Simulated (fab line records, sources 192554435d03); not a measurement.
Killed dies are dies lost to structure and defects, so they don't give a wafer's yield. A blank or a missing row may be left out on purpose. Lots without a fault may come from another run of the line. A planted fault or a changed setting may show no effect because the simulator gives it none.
fab line records | flow n5_finfet
record lots=7 wafers=21 last_day=17
route steps=1938 shown BEOL_M15@1782
lots that met no fault: from a run of the same line without faults
start_h: hours from the record's first day to the start of the lot's first wafer shown | wait_h: hours since the lot's step before | " the same as in the row above | L1.1+2: a row that stands for several wafers | - no value, or no start given | * or withheld: withheld | < > ~ a bound
route shown NAME@n: a module of which the file shows steps, and the number in the route of the first | usual: mean/standard deviation of fault-free wafers | same: alike in all rows | chamber/n: place in a boat | sites: the reading at each site | _std_site: their standard deviation | _edge_site: outer sites' mean less inner sites' | radius_mm: how far each site lies from the wafer's centre | mask NAME#n: copy n | behind: the tool/chamber that last shaped the wafer | hold: why the lot was held/for how many hours/how that ended | device: the transistor (n, p or np) that didn't switch | end of line: the same wafers' tests at the end of the route | a step without rows: its recipe alone | killed: dies lost to structure and defects at the first sort, not the wafer's yield | map: a wafer's dies, x killed, . not, _ none there
set.NAME: the setting as run; set.NAME@STEP: as run at that earlier step | model.NAME: the simulator's own value behind a step, which no gauge read
lots at some steps of the route; a table a step, a row a wafer
services: from which hour (start_h, from the record's first day; less than 0 if before it) a tool's chamber was out of use, for how many hours, and why
## steps
# step N5_BEOL_M15_HARDBAKE_14
# recipe temp_c=130 time_s=120
# step N5_BEOL_M15_CD_MEAS_10
# recipe target_cd_nm=360 landing_energy_ev=500 detector=se_inlens polarity=opening
# usual cd_nm=359.8/1.5
# columns lot.wafer tool chamber start_h wait_h cd_nm
L547.4 cd_sem-01 0 265.59 - 361.4
L547.5 " 0 " " 359.9
L547.6 " 0 " " 359.6
L550.1 cd_sem-02 0 268.77 - 357.8
L550.2 " 0 " " 359.2
L550.4 " 0 " " 357.9
L557.2 cd_sem-03 0 319.38 - 359.6
L557.5 " 0 " " 361.1
L557.6 " 0 " " 360.1
L559.3 cd_sem-02 0 319.54 - 360.7
L559.5 " 0 " " 361.3
L559.6 " 0 " " 357.1
L558.1 cd_sem-03 0 322.46 - 362.1
L558.2 " 0 " " 358.7
L558.4 " 0 " " 361.7
L567.2 cd_sem-02 0 384.60 - 356.6
L567.4 " 0 " " 357.9
L567.6 " 0 " " 360.3
L570.2 cd_sem-02 0 400.23 - 361.2
L570.4 " 0 " " 360.7
L570.6 " 0 " " 358.9
# step N5_BEOL_M15_OVL_MEAS_11
# recipe points_per_wafer=44
# usual V14_OVL=1/5
# columns lot.wafer tool chamber start_h wait_h V14_OVL[nm]
L547.4 overlay-02 0 265.61 0.0 5
L547.5 " 0 " " 4
L547.6 " 0 " " 10
L550.1 overlay-02 0 268.80 0.0 2
L550.2 " 0 " " -2
L550.4 " 0 " " -7
L557.2 overlay-02 0 319.41 0.0 -2
L557.5 " 0 " " 1
L557.6 " 0 " " -6
L559.3 overlay-01 0 319.57 0.0 11
L559.5 " 0 " " 5
L559.6 " 0 " " 8
L558.1 overlay-01 0 322.49 0.0 -4
L558.2 " 0 " " -6
L558.4 " 0 " " -15
L567.2 overlay-02 0 384.63 0.0 8
L567.4 " 0 " " 1
L567.6 " 0 " " 2
L570.2 overlay-01 0 400.26 0.0 -9
L570.4 " 0 " " 1
L570.6 " 0 " " 2
# step N5_BEOL_M15_INSPECT_12
# recipe mode=adi inspect_instrument=macro
# usual raw_defect_count=2.0/1.6
# columns lot.wafer tool chamber start_h wait_h raw_defect_count
L547.4 defect_inspect-01 - 265.64 0.0 1
L547.5 " - " " 1
L547.6 " - " " 2
L550.1 defect_inspect-01 - 268.82 0.0 0
L550.2 " - " " 3
L550.4 " - " " 1
L557.2 defect_inspect-02 - 319.44 0.0 3
L557.5 " - " " 0
L557.6 " - " " 8
L559.3 defect_inspect-02 - 319.82 0.2 1
L559.5 " - " " 1
L559.6 " - " " 8
L558.1 defect_inspect-02 - 322.51 0.0 5
L558.2 " - " " 3
L558.4 " - " " 2
L567.2 defect_inspect-01 - 384.66 0.0 1
L567.4 " - " " 1
L567.6 " - " " 1
L570.2 defect_inspect-02 - 400.28 0.0 2
L570.4 " - " " 2
L570.6 " - " " 2
# step N5_BEOL_M15_DESCUM_15
# recipe chemistry=O2 time_s=7.9 source_power_w=50 bias_power_w=20 pressure_mtorr=20 rf_frequency_hz=2.712e+07 temp_c=40 o2_flow_sccm=225
# usual drypump_motor_current_A=5.9/0.38 oes_product_au=0.80/0.1 rf_vpp_V=243.2/1.6 showerhead_plenum_p_Torr=2.09/0.087 throttle_valve_pct=20.45/0.28
# columns lot.wafer tool chamber start_h wait_h drypump_motor_current_A oes_product_au rf_hours_counter_h rf_vpp_V showerhead_plenum_p_Torr throttle_valve_pct
L547.4 rie_diel-01 3 265.67 0.0 5.6 0.69 216 243.7 2.17 20.74
L547.5 " 3 " " 5.6 0.69 - 244.3 2.17 20.74
L547.6 " 0 " " 6.2 0.70 - 240.4 1.98 20.63
L550.1 rie_diel-05 3 268.86 0.0 6.2 0.66 240 244.5 2.16 20.68
L550.2 " 0 " " 6.4 0.90 20 246.0 2.22 20.60
L550.4 " 1 " " 6.0 0.72 - 242.7 2.07 20.23
L557.2 rie_diel-06 1 319.47 0.0 5.2 0.92 12 243.8 2.05 19.92
L557.5 " 1 " " 5.2 0.92 - 243.1 2.05 19.93
L557.6 " 0 " " 5.7 0.72 - 243.8 2.06 20.50
L559.3 rie_diel-01 0 319.85 0.0 6.2 0.69 253 240.1 1.97 20.64
L559.5 " 3 " " 5.6 0.69 - 244.4 2.16 20.77
L559.6 " 0 " " 6.2 0.68 - 241.0 1.97 20.65
L558.1 rie_diel-06 2 322.55 0.0 5.6 0.76 176 240.5 1.91 20.59
L558.2 " 0 " " 5.7 0.72 202 243.2 2.06 20.49
L558.4 " 1 " " 5.2 0.93 13 241.5 2.05 19.92
L567.2 rie_diel-01 3 384.69 0.0 5.6 0.97 4 242.4 2.16 20.44
L567.4 " 2 " " 5.2 0.81 75 242.1 2.04 20.45
L567.6 " 3 " " 5.6 0.97 - 244.3 2.16 20.45
L570.2 rie_diel-05 3 400.31 0.0 6.2 0.94 22 244.4 2.15 20.41
L570.4 " 0 " " 6.4 0.83 62 243.8 2.20 20.65
L570.6 " 1 " " 6.0 0.68 - 242.6 2.05 20.31
# step N5_BEOL_M15_ETCH_59
# recipe chemistry=N2/H2 target=BARC target_depth_a=890 overetch_a=267 time_s=67.9 ion_energy_ev=200 pressure_mtorr=30 source_w=840 bias_w=150 n2_flow_sccm=200 h2_flow_sccm=200
# step N5_BEOL_M15_VIA_ETCH_16
# recipe chemistry=C4F8/O2/Ar target=SiO2 he_inner_torr=15 he_outer_torr=30 target_depth_a=17922 time_s=withheld ion_energy_ev=800 pressure_mtorr=20 source_w=1905 bias_w=2040 Ar_flow_sccm=400 C4F8_flow_sccm=16 O2_flow_sccm=12 ends=cleared
# usual drypump_motor_current_A=5.9/0.38 oes_product_au=0.72/0.095 rf_vpp_V=2224/31 showerhead_plenum_p_Torr=3.44/0.13 throttle_valve_pct=30.9/0.32
# columns lot.wafer tool chamber start_h wait_h drypump_motor_current_A oes_product_au rf_vpp_V showerhead_plenum_p_Torr throttle_valve_pct
L547.4 rie_diel-01 2 265.76 0.0 5.2 0.79 2239 3.35 30.8
L547.5 " 3 " " 5.6 0.64 2215 3.56 31.3
L547.6 " 0 " " 6.2 0.63 2218 3.27 31.2
L550.1 rie_diel-05 3 268.94 0.0 6.1 0.60 2279 3.53 31.0
L550.2 " 0 " " 6.4 0.81 2218 3.62 31.1
L550.4 " 1 " " 6.0 0.65 2202 3.42 30.7
L557.2 rie_diel-06 1 319.56 0.0 5.2 0.83 2200 3.36 30.2
L557.5 " 1 " " 5.2 0.83 2201 3.36 30.2
L557.6 " 0 " " 5.7 0.64 2188 3.42 31.1
L559.3 rie_diel-01 0 319.93 0.0 6.2 0.61 2219 3.26 31.2
L559.5 " 3 " " 5.6 0.62 2214 3.55 31.3
L559.6 " 0 " " 6.2 0.61 2218 3.26 31.2
L558.1 rie_diel-06 2 322.63 0.0 5.6 0.68 2191 3.17 31.0
L558.2 " 0 " " 5.7 0.64 2187 3.42 31.1
L558.4 " 1 " " 5.2 0.82 2199 3.36 30.2
L567.2 rie_diel-01 3 384.78 0.0 5.7 0.88 2213 3.54 31.1
L567.4 " 2 " " 5.2 0.74 2238 3.33 30.9
L567.6 " 3 " " 5.7 0.88 2212 3.54 31.1
L570.2 rie_diel-05 3 400.40 0.0 6.2 0.86 2279 3.51 30.9
L570.4 " 0 " " 6.4 0.75 2214 3.60 31.1
L570.6 " 1 " " 6.1 0.62 2200 3.40 30.7
# step N5_BEOL_M15_STRIP_63
# recipe chemistry=O2 power_w=600 temp_c=60 pressure_mtorr=30 rf_frequency_hz=6e+07 bias_power_w=0 overash_fraction=0.3 o2_flow_sccm=225
# usual drypump_motor_current_A=5.9/0.38 oes_product_au=0.79/0.1 rf_vpp_V=3.8/0.72 showerhead_plenum_p_Torr=2.10/0.087 throttle_valve_pct=16.69/0.28
# columns lot.wafer tool chamber start_h wait_h drypump_motor_current_A oes_product_au rf_hours_counter_h rf_vpp_V showerhead_plenum_p_Torr throttle_valve_pct
L547.4 rie_diel-01 1 - - 6.1 0.71 - 3.4 2.06 16.95
L547.5 " 3 " " 5.6 0.69 - 3.5 2.17 17.01
L547.6 " 0 " " 6.2 0.70 - 3.6 1.98 16.85
L550.1 rie_diel-05 3 - - 6.1 0.66 241 4.1 2.16 16.99
L550.2 " 0 " " 6.4 0.89 20 4.0 2.22 16.77
L550.4 " 1 " " 6.0 0.72 - 3.3 2.07 16.52
L557.2 rie_diel-06 1 - - 5.2 0.92 12 4.0 2.06 16.18
L557.5 " 1 " " 5.2 0.90 - 4.6 2.06 16.18
L557.6 " 0 " " 5.7 0.71 - 3.9 2.06 16.80
L559.3 rie_diel-01 0 - - 6.2 0.68 253 3.9 1.97 16.91
L559.5 " 3 " " 5.6 0.69 - 4.4 2.17 17.02
L559.6 " 0 " " 6.2 0.67 - 3.0 1.98 16.87
L558.1 rie_diel-06 2 - - 5.6 0.74 176 4.5 1.92 16.85
L558.2 " 0 " " 5.7 0.71 202 3.9 2.06 16.78
L558.4 " 1 " " 5.2 0.92 13 3.9 2.06 16.18
L567.2 rie_diel-01 3 - - 5.6 0.98 4 3.5 2.16 16.61
L567.4 " 2 " " 5.2 0.81 75 3.3 2.04 16.64
L567.6 " 3 " " 5.6 0.96 - 3.4 2.16 16.60
L570.2 rie_diel-05 3 - - 6.3 0.93 22 3.7 2.15 16.60
L570.4 " 0 " " 6.5 0.82 63 3.1 2.21 16.85
L570.6 " 1 " " 6.1 0.68 - 4.8 2.06 16.61
# step N5_BEOL_M15_STRIP_64
# recipe chemistry=O2 power_w=600 temp_c=60 pressure_mtorr=30 rf_frequency_hz=6e+07 bias_power_w=0 overash_fraction=0.3 o2_flow_sccm=225
# usual drypump_motor_current_A=5.9/0.38 oes_product_au=0.79/0.1 rf_vpp_V=3.7/0.51 showerhead_plenum_p_Torr=2.10/0.087 throttle_valve_pct=16.69/0.28
# columns lot.wafer tool chamber start_h wait_h drypump_motor_current_A oes_product_au rf_hours_counter_h rf_vpp_V showerhead_plenum_p_Torr throttle_valve_pct
L547.4 rie_diel-01 1 - - 6.1 0.70 - 3.9 2.06 16.96
L547.5 " 3 " " 5.6 0.70 - 3.9 2.17 16.99
L547.6 " 0 " " 6.2 0.70 - 3.8 1.98 16.84
L550.1 rie_diel-05 3 - - 6.2 0.67 241 4.5 2.16 16.97
L550.2 " 0 " " 6.4 0.90 20 4.2 2.22 16.76
L550.4 " 1 " " 6.0 0.72 - 3.9 2.07 16.54
L557.2 rie_diel-06 1 - - 5.2 0.92 12 3.8 2.06 16.16
L557.5 " 1 " " 5.2 0.92 - 3.8 2.06 16.19
L557.6 " 0 " " 5.7 0.71 - 3.3 2.06 16.79
L559.3 rie_diel-01 0 - - 6.2 0.69 253 3.6 1.98 16.87
L559.5 " 3 " " 5.6 0.68 - 2.8 2.17 17.03
L559.6 " 0 " " 6.2 0.69 - 2.8 1.97 16.87
L558.1 rie_diel-06 2 - - 5.6 0.76 176 4.0 1.92 16.84
L558.2 " 0 " " 5.7 0.71 202 2.6 2.06 16.80
L558.4 " 1 " " 5.2 0.92 13 3.3 2.06 16.17
L567.2 rie_diel-01 3 - - 5.6 0.97 4 4.0 2.16 16.61
L567.4 " 2 " " 5.2 0.80 75 4.2 2.04 16.64
L567.6 " 3 " " 5.6 0.97 - 3.9 2.16 16.60
L570.2 rie_diel-05 3 - - 6.1 0.94 22 3.6 2.15 16.60
L570.4 " 0 " " 6.4 0.83 63 4.0 2.21 16.84
L570.6 " 1 " " 6.0 0.69 - 2.9 2.06 16.62
# step N5_BEOL_M15_STRIP_65
# recipe chemistry=post_etch_residue_remover time_s=60 temp_c=25 remover_ph=withheld remover_water_wt_pct=withheld remover_fluoride_wt_pct=withheld
# step N5_BEOL_M15_SRD_66
# recipe time_s=30 temp_c=23 rinse_liquid=diw dry=n2_spin spin_rpm=1500 dry_time_s=30
# step N5_BEOL_M15_CD_MEAS_17
# recipe target_cd_nm=360 polarity=opening
# usual cd_nm=361.1/2.1
# columns lot.wafer tool chamber start_h wait_h cd_nm
L547.4 cd_sem-03 - 266.17 0.0 364.5
L547.5 " - " " 362.0
L547.6 " - " " 361.6
L550.1 cd_sem-02 - 269.35 0.0 358.8
L550.2 " - " " 359.9
L550.4 " - " " 359.2
L557.2 cd_sem-02 - 319.97 0.0 359.4
L557.5 " - " " 362.0
L557.6 " - " " 362.7
L559.3 cd_sem-03 - 320.35 0.0 362.8
L559.5 " - " " 364.4
L559.6 " - " " 359.1
L558.1 cd_sem-03 - 323.05 0.0 362.8
L558.2 " - " " 359.8
L558.4 " - " " 361.8
L567.2 cd_sem-02 - 385.19 0.0 358.3
L567.4 " - " " 361.5
L567.6 " - " " 361.9
L570.2 cd_sem-03 - 400.81 0.0 362.7
L570.4 " - " " 361.8
L570.6 " - " " 360.1
# step N5_BEOL_M15_COAT_56
# recipe resist=SOC temp_c=250 time_s=60 spin_rpm=1500 resist_thk_nm=550
# usual plate_temp_C=249.99/0.18 spin_speed_rpm=1499.9/1
# columns lot.wafer tool chamber start_h wait_h plate_temp_C spin_speed_rpm model.SOC_of_BEOL_M15_COAT_56.thk_nm
L547.4 litho_track-02 0 266.22 0.0 249.88 1500.0 549.6
L547.5 " 0 " " 249.94 1499.6 550.8
L547.6 " 0 " " 249.76 1500.0 549.6
L550.1 litho_track-01 0 269.39 0.0 250.09 1498.8 548.8
L550.2 " 0 " " 249.87 1499.8 549.4
L550.4 " 0 " " 250.25 1498.4 549.4
L557.2 litho_track-01 0 320.01 0.0 249.98 1440.7 557.2
L557.5 " 0 " " 250.16 1440.6 557.2
L557.6 " 0 " " 250.13 1443.2 559
L559.3 litho_track-01 0 320.39 0.0 249.86 1444.7 563.8
L559.5 " 0 " " 249.83 1442.4 563
L559.6 " 0 " " 249.78 1443.0 561.6
L558.1 litho_track-01 0 323.09 0.0 250.17 1443.2 560.2
L558.2 " 0 " " 250.14 1442.1 560.6
L558.4 " 0 " " 250.09 1443.0 561.8
L567.2 litho_track-03 0 385.23 0.0 250.32 1498.6 550.2
L567.4 " 0 " " 249.96 1501.0 550.4
L567.6 " 0 " " 249.96 1499.8 550
L570.2 litho_track-01 0 400.85 0.0 249.71 1501.1 551.6
L570.4 " 0 " " 249.80 1501.6 552
L570.6 " 0 " " 249.79 1500.7 553
# step N5_BEOL_M15_ETCH_57
# recipe chemistry=N2/H2 target=SOC source_w=3000 bias_w=350 time_s=750 ion_energy_ev=200 pressure_mtorr=30 n2_flow_sccm=200 h2_flow_sccm=200
# usual drypump_motor_current_A=5.9/0.39 oes_product_au=0.80/0.1 rf_vpp_V=524/3 showerhead_plenum_p_Torr=2.54/0.11 throttle_valve_pct=17.8/0.34
# columns lot.wafer tool chamber start_h wait_h drypump_motor_current_A oes_product_au rf_hours_counter_h rf_vpp_V showerhead_plenum_p_Torr throttle_valve_pct
L547.4 rie_diel-01 1 266.51 - 6.1 0.68 - 523 2.49 18.0
L547.5 " 0 " " 6.2 0.70 - 519 2.40 18.0
L547.6 " 3 " " 5.6 0.68 - 525 2.61 18.0
L550.1 rie_diel-06 2 269.56 - 5.6 0.77 161 518 2.34 18.0
L550.2 " 3 " " 6.2 0.71 188 523 2.52 18.3
L550.4 " 2 " " 5.6 0.78 - 518 2.34 18.0
L557.2 rie_diel-05 2 320.07 - 6.2 0.93 17 529 2.70 17.1
L557.5 " 2 " " 6.2 0.93 - 528 2.70 17.1
L557.6 " 1 " " 6.1 0.71 - 522 2.51 17.6
L559.3 rie_diel-01 3 320.45 - 5.6 0.69 236 526 2.60 18.0
L559.5 " 3 " " 5.6 0.68 - 526 2.60 18.0
L559.6 " 2 " " 5.3 0.84 - 523 2.47 17.7
L558.1 rie_diel-06 2 323.16 - 5.7 0.76 176 518 2.33 18.0
L558.2 " 3 " " 6.2 0.71 204 524 2.52 18.3
L558.4 " 0 " " 5.7 0.71 202 524 2.53 18.1
L567.2 rie_diel-06 3 385.36 - 6.2 0.70 222 523 2.51 18.3
L567.4 " 1 " " 5.2 0.87 32 522 2.48 17.3
L567.6 " 0 " " 5.6 0.71 - 522 2.52 18.2
L570.2 rie_diel-01 3 400.91 - 5.6 0.93 10 525 2.59 17.6
L570.4 " 0 " " 6.2 0.90 15 528 2.70 17.6
L570.6 " 2 " " 5.2 0.80 - 523 2.46 17.7
## services
# columns tool chamber start_h hours kind
rie_diel-05 1 244.64 5.5 repair
rie_diel-01 0 249.43 3.8 repair
rie_diel-05 2 250.16 - clean
rie_diel-05 2 250.16 - consumable_replace:focus_ring
rie_diel-06 1 259.30 - clean
rie_diel-06 1 259.30 - consumable_replace:focus_ring
rie_diel-06 1 259.30 16.3 scheduled_down
rie_diel-06 1 259.30 16.3 vent_cycle
rie_diel-01 2 265.90 16.8 repair
rie_diel-01 1 303.50 - clean
rie_diel-01 1 303.50 - consumable_replace:focus_ring
rie_diel-01 1 303.50 23.9 scheduled_down
rie_diel-01 1 303.50 23.9 vent_cycle
rie_diel-01 0 327.72 - clean
rie_diel-01 0 327.72 - consumable_replace:focus_ring
rie_diel-01 0 327.72 - consumable_replace:showerhead
rie_diel-01 0 327.72 23.3 scheduled_down
rie_diel-01 0 327.72 23.3 vent_cycle
rie_diel-01 3 354.42 - clean
rie_diel-01 3 354.42 - consumable_replace:focus_ring
rie_diel-01 3 354.42 17.7 scheduled_down
rie_diel-01 3 354.42 17.7 vent_cycle
rie_diel-05 - 370.65 0.8 repair
rie_diel-06 2 372.79 4.4 repair
## key
first_sign step=N5_BEOL_M15_COAT_56 reading=spin_speed_rpm direction=down sigmas=57 usual=* struck=*
effect none on later readings
model_effect step=N5_BEOL_M15_COAT_56 value=SOC_of_BEOL_M15_COAT_56.thk_nm without=549.7 struck=560.5
met_at N5_BEOL_M15_COAT_56
struck_wafers L557.2,L557.5,L557.6,L558.1,L558.2,L558.4,L559.3,L559.5,L559.6
onset_between 269.39 320.01
fault kind=process_parameter_drift tool=litho_track-01 chamber=- onset_h=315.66 steps=N5_BEOL_M15_COAT_56 channel=spin_rpm offset=* shape=step end_h=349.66 acts_in=* stated=*
